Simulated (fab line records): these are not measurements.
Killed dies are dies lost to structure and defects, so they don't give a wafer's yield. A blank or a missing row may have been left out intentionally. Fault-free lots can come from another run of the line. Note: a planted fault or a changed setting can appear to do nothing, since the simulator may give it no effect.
The tool behind it: which one? :: flow nandHarc :: 12 lots with 36 wafers sampled at 5 steps, on a route of 1302 steps

WHAT THE GAUGES READ, wafer by wafer
NHARC_THIN_TSV_CD_MEAS_16. Usual: 999.1 nm for cdNm, sd 2.1.
lot: L758
measured: day 24 21:10
on: cdSem-02
cdNm (nm): 1001.1 1000.9 1003.0
flag: 

lot: L762
measured: day 25 22:52
on: cdSem-03
cdNm (nm): 997.0 999.6 996.5
flag: 

lot: L763
measured: day 26 06:35
on: cdSem-01
cdNm (nm): 997.5 995.9 995.4
flag: 

lot: L764
measured: day 26 11:43
on: cdSem-01
cdNm (nm): 997.5 1000.2 996.6
flag: 

lot: L765
measured: day 26 07:38
on: cdSem-03
cdNm (nm): 997.3 1003.2 998.3
flag: 

lot: L766
measured: day 27 15:49
on: cdSem-02
cdNm (nm): 1002.6 999.6 998.7
flag: 

lot: L767
measured: day 28 06:59
on: cdSem-02
cdNm (nm): 997.2 997.4 999.3
flag: 

lot: L768
measured: day 28 08:10
on: cdSem-03
cdNm (nm): 999.5 999.6 1001.2
flag: 

lot: L772
measured: day 29 19:54
on: cdSem-01
cdNm (nm): 997.4 996.6 997.0
flag: 

lot: L774
measured: day 31 07:02
on: cdSem-02
cdNm (nm): 998.5 998.7 996.4
flag: 

lot: L775
measured: day 31 15:53
on: cdSem-02
cdNm (nm): 998.9 999.3 999.5
flag: 

lot: L776
measured: day 31 14:40
on: cdSem-03
cdNm (nm): 995.8 997.0 1001.9
flag: 

NHARC_END_SORT_01. Usual: defectLimitedYield is 90.9 % with standard deviation 2.6, killedAtArray is 57 with standard deviation 18, killedAtOther is 0.8 with standard deviation 1, killedAtPeriphery is 3.9 with standard deviation 2.8, killedDies is 62 with standard deviation 18, killedOpen is 3.4 with standard deviation 1.8, and killedShort is 2.2 with standard deviation 1.6.
lot: L762
measured: day 26 14:32
on: prober-02
defectLimitedYield (%): 92.8 91.0 90.5
killedAtArray: 41 46 54
killedAtOther: 3 1 0
killedAtPeriphery: 5 14 10
killedDies: 49 61 64
killedOpen: 3 2 6
killedShort: 4 7 1
flag: 

lot: L767
measured: day 29 04:01
on: prober-02
defectLimitedYield (%): 95.0 93.9 94.1
killedAtArray: 29 39 33
killedAtOther: 3 0 4
killedAtPeriphery: 2 2 3
killedDies: 34 41 40
killedOpen: 5 2 4
killedShort: 3 2 3
flag: 

lot: L772
measured: day 30 08:52
on: prober-01
defectLimitedYield (%): 89.1 90.3 89.7
killedAtArray: 74 63 69
killedAtOther: 0 0 0
killedAtPeriphery: 0 3 1
killedDies: 74 66 70
killedOpen: 3 4 3
killedShort: 1 0 3
flag: 

lot: L774
measured: day 31 20:59
on: prober-01
defectLimitedYield (%): 80.6 82.6 85.7
killedAtArray: 67 65 68
killedAtOther: 2 1 0
killedAtPeriphery: 62 52 29
killedDies: 131 118 97
killedOpen: 5 5 7
killedShort: 0 2 2
flag: OFF

lot: L775
measured: day 32 04:54
on: prober-02
defectLimitedYield (%): 87.4 86.1 84.6
killedAtArray: 27 37 27
killedAtOther: 2 0 0
killedAtPeriphery: 56 57 77
killedDies: 85 94 104
killedOpen: 0 1 4
killedShort: 2 0 5
flag: OFF

lot: L776
measured: day 32 04:56
on: prober-01
defectLimitedYield (%): 77.0 82.3 74.9
killedAtArray: 77 97 111
killedAtOther: 0 0 2
killedAtPeriphery: 79 23 57
killedDies: 156 120 170
killedOpen: 0 2 5
killedShort: 1 4 4
flag: OFF

TOOL THAT RAN EACH LOT (tool first, then ch and the chambers of the sampled wafers, then the start)
lot: L758
NHARC_P_M2_ETCH_28: rieDiel-05 ch 2,3, day 6 11:19
NHARC_THIN_TSV_PVD_19: pvdSputter-03, day 25 03:08 or earlier
NHARC_THIN_TSV_ETCH_59: rieMetal-03 ch 0, day 25 03:08

lot: L762
NHARC_P_M2_ETCH_28: rieDiel-05 ch 0,3, day 8 07:27
NHARC_THIN_TSV_PVD_19: pvdSputter-01, day 26 04:12 or earlier
NHARC_THIN_TSV_ETCH_59: rieMetal-01 ch 0,1, day 26 04:12

lot: L763
NHARC_P_M2_ETCH_28: rieDiel-05 ch 2,3, day 8 10:28
NHARC_THIN_TSV_PVD_19: pvdSputter-02, day 26 12:02 or earlier
NHARC_THIN_TSV_ETCH_59: rieMetal-02 ch 0,1, day 26 12:02

lot: L764
NHARC_P_M2_ETCH_28: rieDiel-01 ch 2,3, day 9 06:10
NHARC_THIN_TSV_PVD_19: pvdSputter-01, day 26 17:01 or earlier
NHARC_THIN_TSV_ETCH_59: rieMetal-03 ch 1, day 26 17:01

lot: L765
NHARC_P_M2_ETCH_28: rieDiel-05 ch 0,3, day 9 06:19
NHARC_THIN_TSV_PVD_19: pvdSputter-01, day 26 13:14 or earlier
NHARC_THIN_TSV_ETCH_59: rieMetal-02 ch 0,1, day 26 13:14

lot: L766
NHARC_P_M2_ETCH_28: rieDiel-06 ch 0,3, day 10 00:47
NHARC_THIN_TSV_PVD_19: pvdSputter-01, day 27 21:05 or earlier
NHARC_THIN_TSV_ETCH_59: rieMetal-03 ch 0,1, day 27 21:05

lot: L767
NHARC_P_M2_ETCH_28: rieDiel-05 ch 0,1,3, day 10 08:22
NHARC_THIN_TSV_PVD_19: pvdSputter-03, day 28 12:14 or earlier
NHARC_THIN_TSV_ETCH_59: rieMetal-02 ch 0,1, day 28 12:14

lot: L768
NHARC_P_M2_ETCH_28: rieDiel-01 ch 1,2, day 10 21:28
NHARC_THIN_TSV_PVD_19: pvdSputter-03, day 28 13:22 or earlier
NHARC_THIN_TSV_ETCH_59: rieMetal-02 ch 0,1, day 28 13:22

lot: L772
NHARC_P_M2_ETCH_28: rieDiel-06 ch 0,1,2, day 12 20:34
NHARC_THIN_TSV_PVD_19: pvdSputter-01, day 30 01:11 or earlier
NHARC_THIN_TSV_ETCH_59: rieMetal-01 ch 0,1, day 30 01:11

lot: L774
NHARC_P_M2_ETCH_28: rieDiel-05 ch 0,1,3, day 13 09:59
NHARC_THIN_TSV_PVD_19: pvdSputter-02, day 31 12:17 or earlier
NHARC_THIN_TSV_ETCH_59: rieMetal-03 ch 1, day 31 12:17

lot: L775
NHARC_P_M2_ETCH_28: rieDiel-05 ch 1,2,3, day 13 21:30
NHARC_THIN_TSV_PVD_19: pvdSputter-03, day 31 21:08 or earlier
NHARC_THIN_TSV_ETCH_59: rieMetal-03 ch 0,1, day 31 21:08

lot: L776
NHARC_P_M2_ETCH_28: rieDiel-05 ch 0,1,3, day 13 22:20
NHARC_THIN_TSV_PVD_19: pvdSputter-01, day 31 20:06 or earlier
NHARC_THIN_TSV_ETCH_59: rieMetal-02 ch 0,1, day 31 20:06
- NHARC_P_M2_ETCH_28: etches the open film in CF4/N2, target depth 30 nm, time 72.99 s.
- NHARC_THIN_TSV_PVD_19: deposits TaN, target thk 20 nm.
- NHARC_THIN_TSV_ETCH_59: etches the open film in Cl2/BCl3, target depth 880 nm, time 138.1 s.

WHAT THE TOOLS THEMSELVES READ (means of the sampled wafers that have a number; where no wafer has one, the mark that the record gives instead)
NHARC_P_M2_ETCH_28. Usual: drypumpMotorCurrentA 5.7 A, standard deviation 0.48; n2FlowSccm 100.0 sccm, standard deviation 0.31; oesProductAu 1.004 a.u., standard deviation 0.0095; rfVppV 314.4 V, standard deviation 2.2; showerheadPlenumPTorr 2.63 Torr, standard deviation 0.11; throttleValvePct 19.793 %, standard deviation 0.0084.
lot: L758
tool: rieDiel-05
drypumpMotorCurrentA (A): 6.2
n2FlowSccm (sccm): 100.2
oesProductAu (a.u.): 0.999
rfVppV (V): 316.3
showerheadPlenumPTorr (Torr): 2.73
throttleValvePct (%): 19.788
flag: 

lot: L762
tool: rieDiel-05
drypumpMotorCurrentA (A): 6.2
n2FlowSccm (sccm): 100.1
oesProductAu (a.u.): 1.004
rfVppV (V): 315.3
showerheadPlenumPTorr (Torr): 2.69
throttleValvePct (%): 19.797
flag: 

lot: L763
tool: rieDiel-05
drypumpMotorCurrentA (A): 5.8
n2FlowSccm (sccm): 100.3
oesProductAu (a.u.): 1.006
rfVppV (V): 314.3
showerheadPlenumPTorr (Torr): 2.64
throttleValvePct (%): 19.797
flag: 

lot: L764
tool: rieDiel-01
drypumpMotorCurrentA (A): 5.2
n2FlowSccm (sccm): 100.3
oesProductAu (a.u.): 1.004
rfVppV (V): 315.9
showerheadPlenumPTorr (Torr): 2.73
throttleValvePct (%): 19.796
flag: 

lot: L765
tool: rieDiel-05
drypumpMotorCurrentA (A): 6.4
n2FlowSccm (sccm): 100.4
oesProductAu (a.u.): 1.004
rfVppV (V): 316.6
showerheadPlenumPTorr (Torr): 2.75
throttleValvePct (%): 19.785
flag: 

lot: L766
tool: rieDiel-06
drypumpMotorCurrentA (A): 5.6
n2FlowSccm (sccm): 99.9
oesProductAu (a.u.): 1.003
rfVppV (V): 315.7
showerheadPlenumPTorr (Torr): 2.71
throttleValvePct (%): 19.795
flag: 

lot: L767
tool: rieDiel-05
drypumpMotorCurrentA (A): 6.2
n2FlowSccm (sccm): 100.3
oesProductAu (a.u.): 0.997
rfVppV (V): 314.4
showerheadPlenumPTorr (Torr): 2.68
throttleValvePct (%): 19.797
flag: 

lot: L768
tool: rieDiel-01
drypumpMotorCurrentA (A): 5.7
n2FlowSccm (sccm): 100.1
oesProductAu (a.u.): 1.009
rfVppV (V): 314.8
showerheadPlenumPTorr (Torr): 2.65
throttleValvePct (%): 19.798
flag: 

lot: L772
tool: rieDiel-06
drypumpMotorCurrentA (A): 5.4
n2FlowSccm (sccm): 100.0
oesProductAu (a.u.): 0.999
rfVppV (V): 313.8
showerheadPlenumPTorr (Torr): 2.59
throttleValvePct (%): 19.797
flag: 

lot: L774
tool: rieDiel-05
drypumpMotorCurrentA (A): 6.2
n2FlowSccm (sccm): 100.1
oesProductAu (a.u.): 1.012
rfVppV (V): 315.3
showerheadPlenumPTorr (Torr): 2.68
throttleValvePct (%): 19.793
flag: 

lot: L775
tool: rieDiel-05
drypumpMotorCurrentA (A): 6.0
n2FlowSccm (sccm): 100.2
oesProductAu (a.u.): 1.002
rfVppV (V): 315.1
showerheadPlenumPTorr (Torr): 2.66
throttleValvePct (%): 19.790
flag: 

lot: L776
tool: rieDiel-05
drypumpMotorCurrentA (A): 6.2
n2FlowSccm (sccm): 100.2
oesProductAu (a.u.): 1.011
rfVppV (V): 315.8
showerheadPlenumPTorr (Torr): 2.68
throttleValvePct (%): 19.798
flag: 

NHARC_THIN_TSV_PVD_19. Usual: 30.6 % for throttleValvePct, sd 1.2.
lot: L758
tool: pvdSputter-03
throttleValvePct (%): 29.5
flag: 

lot: L762
tool: pvdSputter-01
throttleValvePct (%): 31.6
flag: 

lot: L763
tool: pvdSputter-02
throttleValvePct (%): 30.7
flag: 

lot: L764
tool: pvdSputter-01
throttleValvePct (%): 31.4
flag: 

lot: L765
tool: pvdSputter-01
throttleValvePct (%): 31.0
flag: 

lot: L766
tool: pvdSputter-01
throttleValvePct (%): 31.1
flag: 

lot: L767
tool: pvdSputter-03
throttleValvePct (%): 29.4
flag: 

lot: L768
tool: pvdSputter-03
throttleValvePct (%): 30.2
flag: 

lot: L772
tool: pvdSputter-01
throttleValvePct (%): 31.6
flag: 

lot: L774
tool: pvdSputter-02
throttleValvePct (%): 29.8
flag: 

lot: L775
tool: pvdSputter-03
throttleValvePct (%): 30.4
flag: 

lot: L776
tool: pvdSputter-01
throttleValvePct (%): 31.1
flag: 

NHARC_THIN_TSV_ETCH_59. Usual: drypumpMotorCurrentA 5.8 A, standard deviation 0.31; heBacksideLeakSccm 3.4 sccm, standard deviation 0.36; mfcCl2Sccm 59.98 sccm, standard deviation 0.17; oesProductAu 1.003 a.u., standard deviation 0.0089; throttleValvePct 22.264 %, standard deviation 0.0088.
lot: L758
tool: rieMetal-03
drypumpMotorCurrentA (A): 5.9
heBacksideLeakSccm (sccm): 4.4
mfcCl2Sccm (sccm): 59.95
oesProductAu (a.u.): 1.008
throttleValvePct (%): 22.263
flag: 

lot: L762
tool: rieMetal-01
drypumpMotorCurrentA (A): 5.8
heBacksideLeakSccm (sccm): 3.4
mfcCl2Sccm (sccm): 59.91
oesProductAu (a.u.): 0.995
throttleValvePct (%): 22.258
flag: 

lot: L763
tool: rieMetal-02
drypumpMotorCurrentA (A): 5.9
heBacksideLeakSccm (sccm): 4.0
mfcCl2Sccm (sccm): 59.94
oesProductAu (a.u.): 1.001
throttleValvePct (%): 22.276
flag: 

lot: L764
tool: rieMetal-03
drypumpMotorCurrentA (A): 5.9
heBacksideLeakSccm (sccm): 3.2
mfcCl2Sccm (sccm): 59.92
oesProductAu (a.u.): 0.991
throttleValvePct (%): 22.261
flag: 

lot: L765
tool: rieMetal-02
drypumpMotorCurrentA (A): 5.8
heBacksideLeakSccm (sccm): 3.4
mfcCl2Sccm (sccm): 59.92
oesProductAu (a.u.): 0.997
throttleValvePct (%): 22.263
flag: 

lot: L766
tool: rieMetal-03
drypumpMotorCurrentA (A): 5.9
heBacksideLeakSccm (sccm): 3.5
mfcCl2Sccm (sccm): 60.11
oesProductAu (a.u.): 1.003
throttleValvePct (%): 22.273
flag: 

lot: L767
tool: rieMetal-02
drypumpMotorCurrentA (A): 5.6
heBacksideLeakSccm (sccm): 3.5
mfcCl2Sccm (sccm): 59.95
oesProductAu (a.u.): 1.000
throttleValvePct (%): 22.266
flag: 

lot: L768
tool: rieMetal-02
drypumpMotorCurrentA (A): 5.6
heBacksideLeakSccm (sccm): 3.6
mfcCl2Sccm (sccm): 60.19
oesProductAu (a.u.): 1.002
throttleValvePct (%): 22.260
flag: 

lot: L772
tool: rieMetal-01
drypumpMotorCurrentA (A): 6.0
heBacksideLeakSccm (sccm): 3.2
mfcCl2Sccm (sccm): 59.99
oesProductAu (a.u.): 1.005
throttleValvePct (%): 22.255
flag: 

lot: L774
tool: rieMetal-03
drypumpMotorCurrentA (A): 5.8
heBacksideLeakSccm (sccm): 3.1
mfcCl2Sccm (sccm): 59.97
oesProductAu (a.u.): 1.005
throttleValvePct (%): 22.260
flag: 

lot: L775
tool: rieMetal-03
drypumpMotorCurrentA (A): 5.9
heBacksideLeakSccm (sccm): 3.4
mfcCl2Sccm (sccm): 59.99
oesProductAu (a.u.): 1.012
throttleValvePct (%): 22.261
flag: 

lot: L776
tool: rieMetal-02
drypumpMotorCurrentA (A): 5.6
heBacksideLeakSccm (sccm): 3.2
mfcCl2Sccm (sccm): 59.92
oesProductAu (a.u.): 0.997
throttleValvePct (%): 22.266
flag: 

THE ANSWER, worked out from the rows above alone
Rule: take the mean of a lot's wafers that have a number; if it is more than 3 standard deviations from the usual mean, the lot is off. A lot without any number at a reading at which 4 lots or more have one is off too. Where the step has rows for the other lots, those lots are counted as sound. Order of review: gauges by route order, followed by the tools' own readings, for which a lot's mean as printed above is used. The first step at which some lot is off is used, and at that step the reading that is off furthest; a lot without a number counts as furthest.
Off at NHARC_END_SORT_01 (killedAtPeriphery): L774, L775, L776. Neither off nor sound, because the step has no rows for them: L758, L763, L764, L765, L766, L768.
If a tool, at a process step before that reading, ran all the lots that are off and no sound lot after the first of them, it fits. The gauges at NHARC_END_SORT_01 are tried like those tools. Because NHARC_THIN_TSV_PVD_19 lacks a start for some lots, the hours and order of its lots are taken from NHARC_THIN_TSV_ETCH_59. One fits: NHARC_P_M2_ETCH_28 on rieDiel-05. Its last sound lot is L767 (day 10 08:22), its first lot that is off L774 (day 13 09:59): a fault that began between those two fits.
On the lots that are off, the tool's own readings at NHARC_P_M2_ETCH_28 differ by more than 5 times the standard deviation of the sound lots' means, which bears it out; throttleValvePct reads 19.794 % there versus 19.797 % on the sound lots.

WHAT THE SIMULATOR HAD INSERTED
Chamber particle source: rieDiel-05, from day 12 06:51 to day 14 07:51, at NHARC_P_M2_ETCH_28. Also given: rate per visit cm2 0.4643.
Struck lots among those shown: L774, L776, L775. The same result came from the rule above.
